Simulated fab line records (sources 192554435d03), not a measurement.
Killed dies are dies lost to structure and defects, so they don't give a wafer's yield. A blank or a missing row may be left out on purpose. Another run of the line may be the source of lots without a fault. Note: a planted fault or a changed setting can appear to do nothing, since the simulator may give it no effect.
The same fault as seen by 3 desks	flow n5-finfet	numbers are kept per desk, each desk with only its own; the story behind them comes last

== THE METROLOGY DESK ==
What the gauges read, lot by lot, whatever tool the lot ran on: means of the sampled wafers that have a number. Any lot whose mean is over 4 standard deviations away from the usual mean is out of limits and marked OUT; that distance is given in the brackets. It has 12 readings; the 7 that lie furthest out on some lot are the ones shown.
Columns: A = cd-nm at N5_MOL_CONTACT_COAG_CD_MEAS_08, usual 27.91 nm; B = CA_OVL at N5_MOL_CONTACT_COAG_OVL_MEAS_09, usual -0.3 nm; C = DIBL_N at N5_BEOL_M4_RC_MEAS_101, usual 35.3 mV/V; D = IOFF_P at N5_BEOL_M4_RC_MEAS_101, usual 0.20 nA/um; E = SS_P at N5_BEOL_M4_RC_MEAS_101, usual 73.1 mV/dec; F = VT_N at N5_BEOL_M4_RC_MEAS_101, usual 251 mV; G = VT_P at N5_BEOL_M4_RC_MEAS_101, usual -251 mV
lot	first seen here	A	B	C	D	E	F	G
L310	day 5 05:19	27.78	-0.3	34.9	0.22	73.7	246	-251
L312	day 5 17:14	27.57	-0.8	35.4	0.20	73.0	248	-250
L311	day 5 19:10	28.02	0.1	35.6	0.18	72.7	254	-253
L313	day 6 02:05	27.91	0.0	35.4	0.23	73.2	252	-246
L326	day 9 10:40	28.26	0.7	35.3	0.22	73.9	251	-250
L327	day 9 16:55	28.02	-0.2	33.6	0.16	72.3	252	-257
Result from this desk: across the 6 lots, nothing is out of limits.

== THE DEFECT DESK ==
Lot by lot, what the route's inspections counted, given as the mean of those sampled wafers with a number. Any lot whose mean is over 4 standard deviations away from the usual mean is out of limits and marked OUT; that distance is given in the brackets.
Columns: A = raw-defect-count at N5_MOL_CONTACT_COAG_INSPECT_10, usual 72
lot	first seen here	A
L310	day 5 05:25	58
L312	day 5 17:20	58
L311	day 5 19:15	96
L313	day 6 02:11	59
L326	day 9 10:46	56
L327	day 9 17:00	48
Result from this desk: across the 6 lots, nothing is out of limits.

== TOOL OWNER'S DESK, rie-diel-05 ==
The tool's own readings at N5_MOL_CONTACT_COAG_ETCH_110 (etches Si in CF4/O2, target depth 2.5 nm, time 8 s): means of the sampled wafers that have a number, for each lot that ran on this tool. Any lot whose mean is over 4 standard deviations away from the usual mean is out of limits and marked OUT; that distance is given in the brackets.
Columns: A = cf4-flow-sccm at N5_MOL_CONTACT_COAG_ETCH_110, usual 99.96 sccm; B = drypump-motor-current-A at N5_MOL_CONTACT_COAG_ETCH_110, usual 5.6 A; C = oes-product-au at N5_MOL_CONTACT_COAG_ETCH_110, usual 0.82 a.u.; D = rf-vpp-V at N5_MOL_CONTACT_COAG_ETCH_110, usual 126.5 V; E = showerhead-plenum-p-Torr at N5_MOL_CONTACT_COAG_ETCH_110, usual 2.21 Torr; F = throttle-valve-pct at N5_MOL_CONTACT_COAG_ETCH_110, usual 10.72 %
lot	first seen here	A	B	C	D	E	F
L310	day 5 05:43	99.94	5.7	0.83	127.7	2.19	10.69
L312	day 5 17:42	99.98	5.7	0.83	127.4	2.19	10.71
L311	day 5 19:34	99.90	5.5	0.70	126.8	2.20	10.75
L313	day 6 02:29	99.81	5.0	0.71	125.1	2.17	10.60
L327	day 9 17:29	99.91	5.6	0.79	127.8	2.21	10.85
Result from this desk: across the 5 lots, nothing is out of limits.

== ALL TOGETHER ==
Metrology desk: nothing out of limits seen.
Nothing the defect desk looked at was out of limits.
Nothing out of limits was seen by the tool owner's desk.

== WHAT THE SIMULATOR HAD INSERTED ==
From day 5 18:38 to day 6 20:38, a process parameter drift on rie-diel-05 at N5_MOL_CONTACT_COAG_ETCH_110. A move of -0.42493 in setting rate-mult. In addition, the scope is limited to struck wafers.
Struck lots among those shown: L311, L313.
